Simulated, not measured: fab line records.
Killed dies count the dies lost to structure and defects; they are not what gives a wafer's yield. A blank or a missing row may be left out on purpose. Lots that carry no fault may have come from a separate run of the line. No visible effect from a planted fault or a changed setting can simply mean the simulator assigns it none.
fab line records	flow nand-harc
[record] lots = 6	wafers = 18	last-day = 33
route steps=1302 shown A_M0@1150 END@1302
lots that met no fault: from a run of the same line without faults
start-h: the number of hours between the record's first day and the start of the first shown wafer of the lot	wait-h: hours elapsed since this lot's preceding step	" the same as in the row above	L1.1+2: one row covering several wafers at once	- no value, or no start given	* or withheld: withheld	< > ~ a bound
route shown NAME@n: names a module that has steps shown in the file, with the first one's number in the route	usual: mean/standard deviation of fault-free wafers	same: alike in all rows	chamber/n: place in a boat	sites: the reading at each site	_std_site: the standard deviation of these	_edge_site: mean of outer sites minus mean of inner sites	radius-mm: for every site, how far away it sits from the centre of the wafer	mask NAME#n: copy n	behind: the tool/chamber that last shaped the wafer	hold: reason for holding the lot/hours on hold/outcome of the hold	device: whichever transistor did not switch (one of n, p or np)	end of line: the route-end tests of the same wafers	step lacking rows: just its recipe	killed: the dies lost at the first sort to structure and to defects; this is not the yield of the wafer	map: dies across one wafer; x = killed, . = not, _ = none there
set.NAME: the setting the step ran with; set.NAME@STEP: the setting that earlier step ran with	model.NAME: the simulator's own value behind a step, which no gauge read
certain route steps with their lots: each step a table, each wafer a row
services: when a tool's chamber went out of use (start-h, in hours from the record's first day, below 0 if earlier), for how many hours, and the reason
[[steps]]
[step NHARC_A_M0_DESCUM_14]
[recipe] time-s = 3	o2-flow-sccm = 200	ar-flow-sccm = 0	bias-power-w = 0	chemistry = O2
[usual] drypump-motor-current-A = 5.76/0.25	oes-product-au = 0.999/0.01	rf-vpp-V = 57.9/0.82	showerhead-plenum-p-Torr = 1.95/0.069	throttle-valve-pct = 11.312/0.0087
lot.wafer	tool	chamber	start-h	wait-h	drypump-motor-current-A	oes-product-au	rf-hours-counter-h	rf-vpp-V	showerhead-plenum-p-Torr	throttle-valve-pct
L895.3	rie-diel-08	0	560.02	0.1	5.68	1.012	0.8	59.9	1.98	11.311
L895.2	"	2	"	"	5.91	1.013	0.7	58.0	2.05	11.313
L895.5	"	0	"	"	5.65	1.002	-	59.7	1.98	11.321
L905.2	rie-diel-08	1	637.59	0.1	5.50	0.979	4.4	57.9	1.91	11.304
L905.4	"	3	"	"	5.92	1.006	4.4	57.6	1.94	11.312
L905.5	"	2	"	"	5.94	0.999	-	58.3	2.05	11.302
L904.4	rie-diel-08	1	646.60	0.1	5.55	0.983	5.1	57.9	1.91	11.302
L904.1	"	2	"	"	5.94	0.997	4.0	57.9	2.05	11.318
L904.6	"	1	"	"	5.54	0.984	-	57.3	1.91	11.315
L912.4	rie-diel-13	2	722.83	0.1	5.39	0.998	0.7	58.7	2.05	11.313
L912.3	"	3	"	"	6.46	1.015	1.2	56.3	1.82	11.310
L912.2	"	0	"	"	5.25	0.992	1.3	58.1	1.95	11.309
L914.2	rie-diel-02	3	729.15	0.1	5.79	1.008	7.1	57.4	1.94	11.308
L914.1	"	0	"	"	5.77	1.009	6.5	59.3	2.02	11.305
L914.6	"	3	"	"	5.79	1.004	-	57.7	1.94	11.300
L916.3	rie-diel-13	1	740.26	0.1	5.74	1.003	1.1	57.9	1.89	11.321
L916.1	"	3	"	"	6.45	1.004	1.7	55.8	1.82	11.310
L916.5	"	2	"	"	5.38	0.989	-	58.9	2.05	11.313
[step NHARC_A_M0_ETCH_34]
[recipe] target-depth-a = 400	overetch-a = 120	time-s = 43.94	ion-energy-ev = 200	n2-flow-sccm = 150	h2-flow-sccm = 150	ar-flow-sccm = 0	rf-w = 400	bias-w = 150	chemistry = N2/H2
[usual] drypump-motor-current-A = 5.77/0.25	oes-product-au = 0.999/0.01	rf-vpp-V = 431.8/2.2	showerhead-plenum-p-Torr = 2.09/0.075	throttle-valve-pct = 14.171/0.0081
lot.wafer	tool	chamber	start-h	wait-h	drypump-motor-current-A	oes-product-au	rf-hours-counter-h	rf-vpp-V	showerhead-plenum-p-Torr	throttle-valve-pct
L895.2	rie-diel-08	3	560.13	0.1	5.94	1.000	0.8	432.0	2.07	14.164
L895.3	"	0	"	"	5.70	1.000	0.8	432.5	2.11	14.173
L895.5	"	2	"	"	5.93	1.001	-	435.4	2.19	14.187
L905.2	rie-diel-08	2	637.67	0.1	5.92	1.001	3.3	434.9	2.19	14.167
L905.4	"	3	"	"	5.90	0.991	4.4	430.5	2.07	14.161
L905.5	"	3	"	"	5.90	1.007	-	431.5	2.07	14.167
L904.4	rie-diel-08	2	646.69	0.1	5.94	1.018	4.0	436.4	2.19	14.180
L904.1	"	3	"	"	5.94	1.002	5.1	432.4	2.07	14.168
L904.6	"	1	"	"	5.57	0.974	-	429.5	2.03	14.154
L912.3	rie-diel-13	0	722.92	0.1	5.25	0.986	1.3	433.0	2.08	14.166
L912.2	"	1	"	"	5.78	0.996	0.8	429.5	2.02	14.168
L912.4	"	3	"	"	6.48	1.005	1.2	427.2	1.93	14.165
L914.1	rie-diel-02	0	729.23	0.1	5.75	1.007	6.5	433.6	2.16	14.178
L914.2	"	1	"	"	5.59	0.994	6.0	431.6	2.11	14.181
L914.6	"	3	"	"	5.78	1.004	-	431.1	2.07	14.167
L916.3	rie-diel-13	1	740.34	0.1	5.83	0.978	1.1	429.5	2.02	14.165
L916.1	"	2	"	"	5.39	0.995	1.0	434.0	2.19	14.165
L916.5	"	2	"	"	5.39	0.997	-	434.8	2.19	14.187
[step NHARC_A_M0_ETCH_15]
[recipe] target-depth-a = 1500	overetch-a = 150	time-s = 82.5	c4f8-flow-sccm = withheld	ar-flow-sccm = 400	rf-w = 600	bias-w = 300	chemistry = C4F8/Ar
[step NHARC_A_M0_CD_MEAS_16]
[usual] cd-nm = 80.0/0.9
lot.wafer	tool	chamber	start-h	wait-h	cd-nm
L895.2	cd-sem-01	-	560.37	-	81.2
L895.3	"	-	"	"	80.0
L895.5	"	-	"	"	79.5
L905.2	cd-sem-01	-	637.89	-	80.5
L905.4	"	-	"	"	81.9
L905.5	"	-	"	"	82.1
L904.1	cd-sem-01	-	646.89	-	78.9
L904.4	"	-	"	"	78.7
L904.6	"	-	"	"	79.0
L912.2	cd-sem-01	-	723.13	-	79.7
L912.3	"	-	"	"	79.7
L912.4	"	-	"	"	80.4
L914.1	cd-sem-02	-	729.44	-	80.3
L914.2	"	-	"	"	80.5
L914.6	"	-	"	"	80.8
L916.1	cd-sem-03	-	740.56	-	79.5
L916.3	"	-	"	"	79.6
L916.5	"	-	"	"	80.3
[step NHARC_A_M0_STRIP_18]
[recipe] power-w = 1000	n2-flow-sccm = 150	h2-flow-sccm = 150	ar-flow-sccm = 0	bias-w = 0	chemistry = N2/H2
[usual] drypump-motor-current-A = 5.8/0.32	oes-product-au = 1.000/0.0099	rf-vpp-V = 90.8/0.89	showerhead-plenum-p-Torr = 2.07/0.081	throttle-valve-pct = 14.172/0.0085
lot.wafer	tool	chamber	start-h	wait-h	drypump-motor-current-A	oes-product-au	rf-hours-counter-h	rf-vpp-V	showerhead-plenum-p-Torr	throttle-valve-pct
L895.3	rie-diel-13	2	560.44	0.1	5.4	0.992	1.5	91.5	2.19	14.182
L895.2	"	0	"	"	5.3	1.000	1.8	90.8	2.08	14.166
L895.5	"	3	"	"	6.5	1.014	-	89.2	1.94	14.167
L905.2	rie-diel-02	1	637.96	0.1	5.6	0.983	1.4	90.1	2.11	14.172
L905.4	"	2	"	"	5.9	1.008	1.6	89.6	1.95	14.152
L905.5	"	2	"	"	5.9	1.011	-	92.2	1.95	14.173
L904.4	rie-diel-02	0	646.97	0.1	5.8	1.011	1.8	91.6	2.16	14.170
L904.1	"	3	"	"	5.8	0.999	1.9	89.9	2.08	14.157
L904.6	"	1	"	"	5.6	1.009	-	91.4	2.11	14.173
L912.3	rie-diel-13	3	723.21	0.1	6.5	1.005	1.3	89.6	1.93	14.184
L912.4	"	0	"	"	5.2	0.987	1.4	90.3	2.08	14.160
L912.2	"	2	"	"	5.4	0.998	0.8	90.6	2.19	14.155
L914.2	rie-diel-02	2	729.56	0.1	5.9	1.005	6.5	91.2	1.95	14.175
L914.1	"	3	"	"	5.8	1.007	7.2	91.5	2.07	14.177
L914.6	"	1	"	"	5.6	0.987	-	91.0	2.11	14.168
L916.3	rie-diel-02	3	740.63	0.1	5.8	1.001	7.9	89.6	2.07	14.176
L916.1	"	1	"	"	5.7	0.990	7.2	91.1	2.11	14.171
L916.5	"	1	"	"	5.6	0.995	-	91.8	2.11	14.157
[step NHARC_A_M0_STRIP_19]
[recipe] time-s = 600	temp-c = 30	chemistry = post-etch-residue-remover
[step NHARC_A_M0_DEGAS_28]
[recipe] temp-c = 250	time-s = 60
[step NHARC_A_M0_PRE_CLEAN_29]
[recipe] time-s = 30	temp-c = 280	gas = H2/He
[usual] heater-power-w = 434/46
lot.wafer	tool	chamber	start-h	wait-h	heater-power-w
L895.3	pvd-sputter-02	-	-	-	487
L895.2	"	-	"	"	482
L895.5	"	-	"	"	485
L905.2	pvd-sputter-03	-	-	-	347
L905.4	"	-	"	"	439
L905.5	"	-	"	"	434
L904.4	pvd-sputter-03	-	-	-	438
L904.1	"	-	"	"	454
L904.6	"	-	"	"	357
L912.2	pvd-sputter-03	-	-	-	416
L912.3	"	-	"	"	385
L912.4	"	-	"	"	459
L914.1	pvd-sputter-01	-	-	-	471
L914.2	"	-	"	"	446
L914.6	"	-	"	"	442
L916.3	pvd-sputter-02	-	-	-	500
L916.1	"	-	"	"	449
L916.5	"	-	"	"	485
[step NHARC_A_M0_PVD_20]
[recipe] target-thk-a = 50	bias-v = 168.6	power-w = 15000	chamber-pressure-pa = 0.12	time-s = 8.06	substrate-temp-c = 50	material = TaN
[step NHARC_A_M0_PVD_21]
[recipe] target-thk-a = 300	chamber-pressure-pa = 5	power-w = 5000	substrate-temp-c = 30	time-s = 20.49	material = Cu
[step NHARC_A_M0_ECD_22]
[recipe] target-thk-a = 4000	bath-temp-c = 25	material = Cu
[step NHARC_A_M0_ANNEAL_30]
[recipe] temp-c = 225	time-s = 90
[step NHARC_A_M0_CMP_23]
[recipe] t-overpolish-s = 20	target-thk-nm = 113.75
[usual] motor-current-A = 12.1/1.2	pad-life-wafers = 183/100	time-to-endpoint-s = 29.0/2.7
lot.wafer	tool	chamber	start-h	wait-h	motor-current-A	pad-life-wafers	time-to-endpoint-s
L895.2	cmp-04	3	562.10	-	13.4	187	26.6
L895.3	"	0	"	"	11.5	188	28.1
L895.5	"	3	"	"	14.0	-	29.0
L905.4	cmp-04	2	639.62	-	13.5	127	33.3
L905.2	"	3	"	"	13.5	128	37.6
L905.5	"	2	"	"	13.2	-	36.4
L904.4	cmp-04	3	648.88	-	13.7	169	29.2
L904.1	"	1	"	"	10.3	171	36.8
L904.6	"	3	"	"	12.2	-	25.7
L912.4	cmp-03	2	724.85	-	11.1	258	27.1
L912.2	"	0	"	"	13.1	260	27.1
L912.3	"	1	"	"	12.6	261	29.5
L914.1	cmp-03	0	731.17	-	12.4	300	26.1
L914.2	"	1	"	"	12.9	301	29.1
L914.6	"	0	"	"	12.6	-	27.9
L916.3	cmp-04	0	742.31	-	11.2	144	27.6
L916.1	"	2	"	"	13.4	146	32.7
L916.5	"	0	"	"	11.7	-	30.6
[step NHARC_A_M0_SRD_25]
[step NHARC_A_M0_INSPECT_27]
[usual] raw-defect-count = 576/150
lot.wafer	tool	chamber	start-h	wait-h	raw-defect-count
L895.2	defect-inspect-01	-	562.55	0.0	745
L895.3	"	-	"	"	737
L895.5	"	-	"	"	529
L905.2	defect-inspect-01	-	640.07	0.0	3191
L905.4	"	-	"	"	1017
L905.5	"	-	"	"	3326
L904.1	defect-inspect-02	-	649.33	0.0	3032
L904.4	"	-	"	"	453
L904.6	"	-	"	"	340
L912.2	defect-inspect-02	-	725.32	0.0	540
L912.3	"	-	"	"	682
L912.4	"	-	"	"	631
L914.1	defect-inspect-01	-	731.67	0.0	578
L914.2	"	-	"	"	964
L914.6	"	-	"	"	767
L916.1	defect-inspect-01	-	742.80	0.0	384
L916.3	"	-	"	"	573
L916.5	"	-	"	"	540
[step NHARC_A_M0_PRE_CLEAN_31]
[recipe] time-s = 12	temp-c = 370	rf-power-w = 300	gas = NH3
[usual] heater-power-w = 663/87
lot.wafer	tool	chamber	start-h	wait-h	heater-power-w
L895.2	pecvd-02	0	562.62	0.1	562
L895.3	"	2	"	"	785
L895.5	"	0	"	"	570
L905.2	pecvd-02	2	640.13	0.1	711
L905.5	"	2	"	"	702
L905.4	"	1	"	"	832
L904.1	pecvd-03	2	649.39	0.1	636
L904.4	"	0	"	"	644
L904.6	"	1	"	"	682
L912.3	pecvd-01	0	725.40	0.1	624
L912.2	"	1	"	"	611
L912.4	"	0	"	"	600
L914.1	pecvd-01	2	731.73	0.1	592
L914.2	"	0	"	"	613
L914.6	"	0	"	"	615
L916.3	pecvd-02	2	742.87	0.1	689
L916.1	"	0	"	"	648
L916.5	"	0	"	"	643
[step NHARC_END_SORT_01]
[recipe] temp-c = 25
[usual] defect-limited-yield = 91/3	killed-at-array = 59/20	killed-at-other = 0.8/1	killed-at-periphery = 3.2/2.1	killed-dies = 63/21	killed-open = 3.0/1.9	killed-short = 2.3/1.5
[same] gross-dies = 677
lot.wafer	tool	chamber	start-h	wait-h	defect-limited-yield[%]	killed-at-array	killed-at-other	killed-at-periphery	killed-dies	killed-open	killed-short
L895.2	prober-01	0	598.37	2.8	88	74	4	2	80	2	3
L895.3	prober-01	0	599.18	3.1	88	74	2	2	78	4	1
L895.5	prober-01	0	600.78	3.7	89	70	3	3	76	3	1
L904.1	prober-01	0	685.88	2.5	0	673	0	4	677	5	4
L904.4	prober-01	0	688.25	3.4	90	70	0	0	70	4	4
L904.6	prober-01	0	689.84	4.0	90	60	0	5	65	3	1
L914.1	prober-01	0	787.49	2.5	92	52	1	1	54	2	2
L914.2	prober-01	0	788.29	2.8	91	54	1	7	62	2	3
L914.6	prober-01	0	791.50	4.0	93	47	0	2	49	3	2
L916.1	prober-01	0	795.32	2.5	91	56	0	6	62	1	2
L916.3	prober-01	0	796.93	3.1	90	65	1	5	71	4	3
L916.5	prober-01	0	798.53	3.7	91	54	1	4	59	2	3
// killed by level:class
L895.2 A_SLIT:chamber-film-flake=36 A_CHANNEL_HOLE_D1:chamber-film-flake=22 A_CHANNEL_HOLE_D2:chamber-film-flake=6 A_CONTACT:chamber-film-flake=4 THIN_TSV:chamber-film-flake=3 A_CHANNEL_FILL_D1:geometric-particle:short=2 P_GATE:chamber-film-flake=2 A_ONON_D1:geometric-particle:short=1
L895.3 A_SLIT:chamber-film-flake=27 A_CHANNEL_HOLE_D1:chamber-film-flake=27 A_CHANNEL_HOLE_D2:chamber-film-flake=5 A_STAIRCASE:chamber-film-flake=5 A_CONTACT:chamber-film-flake=4 P_GATE:chamber-film-flake=2 THIN_TSV:chamber-film-flake=2 A_ONON_D2:geometric-particle:short=1
L895.5 A_SLIT:chamber-film-flake=25 A_CHANNEL_HOLE_D1:chamber-film-flake=22 A_CHANNEL_HOLE_D2:chamber-film-flake=10 A_WL_FILL:chamber-film-flake=4 A_STAIRCASE:chamber-film-flake=3 THIN_TSV:chamber-film-flake=3 A_CHANNEL_FILL_D2:chamber-film-flake=2 P_M0:geometric-particle:open=1
L904.1 A_M0:area-cmp=608 A_SLIT:chamber-film-flake=28 A_CONTACT:chamber-film-flake=11 A_CHANNEL_HOLE_D1:chamber-film-flake=8 A_SGD_CUT:chamber-film-flake=5 A_CHANNEL_HOLE_D2:chamber-film-flake=2 A_STAIRCASE:chamber-film-flake=2 A_WL_FILL:chamber-film-flake=2
L904.4 A_SLIT:chamber-film-flake=35 A_CONTACT:chamber-film-flake=10 A_CHANNEL_HOLE_D1:chamber-film-flake=7 A_SGD_CUT:chamber-film-flake=5 A_ONON_D1:geometric-particle:open=3 A_STAIRCASE:chamber-film-flake=3 A_M0:geometric-particle:short=2 A_M1:chamber-film-flake=2
L904.6 A_SLIT:chamber-film-flake=33 A_CONTACT:chamber-film-flake=8 A_CHANNEL_HOLE_D1:chamber-film-flake=4 A_STAIRCASE:chamber-film-flake=4 A_CHANNEL_HOLE_D2:chamber-film-flake=3 P_ZERO_WELL:chamber-film-flake=2 P_STI:chamber-film-flake=2 A_WL_FILL:chamber-film-flake=2
L914.1 A_SLIT:chamber-film-flake=24 A_CHANNEL_HOLE_D1:chamber-film-flake=14 A_CONTACT:chamber-film-flake=6 A_CHANNEL_HOLE_D2:chamber-film-flake=2 P_M0:geometric-particle:open=1 A_SGD_CUT:geometric-particle:short=1 A_WL_FILL:geometric-particle:short=1 A_WL_FILL:geometric-particle:open=1
L914.2 A_SLIT:chamber-film-flake=30 A_CHANNEL_HOLE_D1:chamber-film-flake=9 A_CONTACT:chamber-film-flake=4 P_GATE:chamber-film-flake=3 P_ZERO_WELL:chamber-film-flake=2 A_BLC:chamber-film-flake=2 P_M2:geometric-particle:short=1 A_ONON_D1:geometric-particle:short=1
L914.6 A_SLIT:chamber-film-flake=22 A_CHANNEL_HOLE_D1:chamber-film-flake=11 A_CONTACT:chamber-film-flake=4 A_STAIRCASE:chamber-film-flake=3 P_STI:geometric-particle:short=1 A_ONON_D2:geometric-particle:open=1 A_WL_FILL:geometric-particle:open=1 A_WL_FILL:geometric-particle:short=1
L916.1 A_CHANNEL_HOLE_D2:chamber-film-flake=32 A_SLIT:chamber-film-flake=8 A_STAIRCASE:chamber-film-flake=6 A_CONTACT:chamber-film-flake=6 P_GATE:chamber-film-flake=2 P_GATE:geometric-particle:open=1 P_M2:geometric-particle:short=1 A_ONON_D1:geometric-particle:short=1
L916.3 A_CHANNEL_HOLE_D2:chamber-film-flake=30 A_SLIT:chamber-film-flake=8 A_STAIRCASE:chamber-film-flake=7 A_CONTACT:chamber-film-flake=7 P_GATE:chamber-film-flake=4 A_WL_FILL:chamber-film-flake=2 A_ONON_D1:geometric-particle:open=1 A_DECK1_JOINT:geometric-particle:short=1
L916.5 A_CHANNEL_HOLE_D2:chamber-film-flake=37 A_SLIT:chamber-film-flake=7 A_STAIRCASE:chamber-film-flake=3 A_CONTACT:chamber-film-flake=3 A_SGD_CUT:geometric-particle:short=2 P_GATE:chamber-film-flake=2 P_M2:chamber-film-flake=2 A_ONON_D1:geometric-particle:open=1
[[services]]
tool	chamber	start-h	hours	kind
cmp-04	-	541.29	1.7	repair
rie-diel-08	-	544.80	9.0	pm
rie-diel-02	-	547.66	0.2	repair
rie-diel-08	1	556.27	8.8	repair
rie-diel-08	2	560.38	10.7	repair
rie-diel-02	-	571.51	9.0	pm
cmp-04	-	577.86	3.6	repair
rie-diel-08	0	587.32	3.5	repair
rie-diel-13	2	601.19	1.8	repair
cmp-04	-	602.19	4.0	pm
rie-diel-08	0	628.13	2.9	repair
cmp-04	-	631.79	1.0	repair
rie-diel-02	-	651.56	1.4	repair
rie-diel-08	1	662.45	3.9	repair
rie-diel-13	-	666.35	0.9	repair
rie-diel-08	-	678.96	0.9	repair
rie-diel-02	0	688.30	1.3	repair
rie-diel-13	-	696.00	9.0	pm
rie-diel-02	-	712.72	0.6	repair
rie-diel-08	1	718.73	14.0	repair
rie-diel-02	2	719.94	4.0	repair
rie-diel-08	-	721.80	9.0	pm
rie-diel-08	-	733.80	51.4	repair
rie-diel-02	2	738.38	3.7	repair
[[key]]
[first-sign] step = NHARC_A_M0_CMP_23	reading = time-to-endpoint-s	direction = up	sigmas = 2.9	usual = *	struck = *
[effect] step = NHARC_A_M0_INSPECT_27	reading = raw-defect-count	direction = up	sigmas = 17	usual = 576	struck = 3183
[effect] step = NHARC_END_SORT_01	reading = killed-at-array	direction = up	sigmas = 30	usual = 59	struck = 673
[more-kills-born-at] NHARC_A_M0_CMP_23@cmp-04 = 608
met-at NHARC_A_M0_CMP_23
struck-wafers L904.1,L905.2,L905.5
later-rows-left-out L904.1,L905.2,L905.5
sort-left-out L905.2,L905.5
onset-between 562.10 639.62
[fault] kind = process-parameter-drift	tool = cmp-04	chamber = -	onset-h = 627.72	steps = NHARC_A_M0_CMP_23	channel = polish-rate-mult	offset = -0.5	shape = step	end-h = 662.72	scope = struck-wafers-only
// sort-left-out: the simulated sort isn't trusted on such a fault, so these wafers' sort isn't shown, and their yield isn't known
// later-rows-left-out: the simulator's readings of these wafers behind a module that went badly wrong aren't trusted and aren't shown, but for the sort
